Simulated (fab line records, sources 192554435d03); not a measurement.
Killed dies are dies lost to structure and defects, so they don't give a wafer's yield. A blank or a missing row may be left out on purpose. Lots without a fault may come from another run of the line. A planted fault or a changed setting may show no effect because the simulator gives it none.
Which tool did it? | flow n5_finfet | 12 lots, 36 wafers sampled, at 3 steps of a route of 1938

WHAT THE GAUGES READ, wafer by wafer
N5_BEOL_M2_CD_MEAS_18: pitch 36 nm, target cd 18 nm.
lot  | measured     | on        | cd_nm (nm)
L076 | day 7 06:34  | cd_sem-01 | 17.94 17.41 17.86
L078 | day 7 14:56  | cd_sem-02 | 17.69 18.17 18.21
L079 | day 8 06:07  | cd_sem-02 | 18.10 17.77 17.67
L083 | day 8 20:22  | cd_sem-01 | 18.12 18.26 17.74
L082 | day 9 17:12  | cd_sem-02 | 18.24 18.31 18.30
L085 | day 9 20:00  | cd_sem-01 | 17.88 18.22 18.05
L086 | day 9 23:49  | cd_sem-01 | 17.86 18.43 18.01
L088 | day 10 17:07 | cd_sem-01 | 18.10 18.34 17.64
L091 | day 11 00:13 | cd_sem-02 | 18.69 17.50 17.93
L093 | day 11 17:44 | cd_sem-01 | 18.17 18.28 17.99
L096 | day 12 02:57 | cd_sem-02 | 17.70 17.72 17.86
L097 | day 12 10:03 | cd_sem-03 | 17.87 17.80 17.74

WHICH TOOL RAN EACH LOT (tool, then ch and the chambers of the sampled wafers, then the start)
lot  | N5_BEOL_M1_SURFACE_TREAT_85  | N5_BEOL_M2_HM_OPEN_17
L076 | pvd_sputter-02, day 7 01:51  | rie_metal-01 ch 0,1, day 7 06:23
L078 | pvd_sputter-01, day 7 08:25  | rie_metal-02 ch 0,1, day 7 14:45
L079 | pvd_sputter-02, day 8 01:13  | rie_metal-02 ch 0,1, day 8 05:55
L083 | pvd_sputter-01, day 8 14:38  | rie_metal-02 ch 0,1, day 8 20:11
L082 | pvd_sputter-03, day 9 11:36  | rie_metal-03 ch 0, day 9 17:01
L085 | pvd_sputter-02, day 9 13:40  | rie_metal-03 ch 0,1, day 9 19:46
L086 | pvd_sputter-01, day 9 17:01  | rie_metal-01 ch 0,1, day 9 23:37
L088 | pvd_sputter-03, day 10 11:49 | rie_metal-03 ch 0,1, day 10 16:46
L091 | pvd_sputter-01, day 10 18:52 | rie_metal-01 ch 1, day 11 00:02
L093 | pvd_sputter-02, day 11 11:42 | rie_metal-01 ch 0,1, day 11 17:34
L096 | pvd_sputter-02, day 11 20:46 | rie_metal-02 ch 0,1, day 12 02:46
L097 | pvd_sputter-01, day 12 04:47 | rie_metal-03 ch 0,1, day 12 09:49
- N5_BEOL_M1_SURFACE_TREAT_85
- N5_BEOL_M2_HM_OPEN_17: chemistry Cl2/BCl3, target TiN, target depth 20 nm, overetch 6 nm.

THE ANSWER, worked out from the rows above alone
Rule: what is usual is taken from the lots themselves. Put in order of their means at a reading, lots are off if they are a third of the lots or fewer, leave a main group of 4 or more, and stand apart from it by a gap of 3 or more times the standard deviation of the main group's means; of several such gaps the widest counts. A main group whose means are all the same, to the digits that the tables above print for the reading, isn't used. A lot without any number at a reading at which 4 lots or more have one is off too. The other lots that the step has rows for count as sound.
No lot is off at any reading shown: from this, nothing can be told.

WHAT THE SIMULATOR HAD PUT IN
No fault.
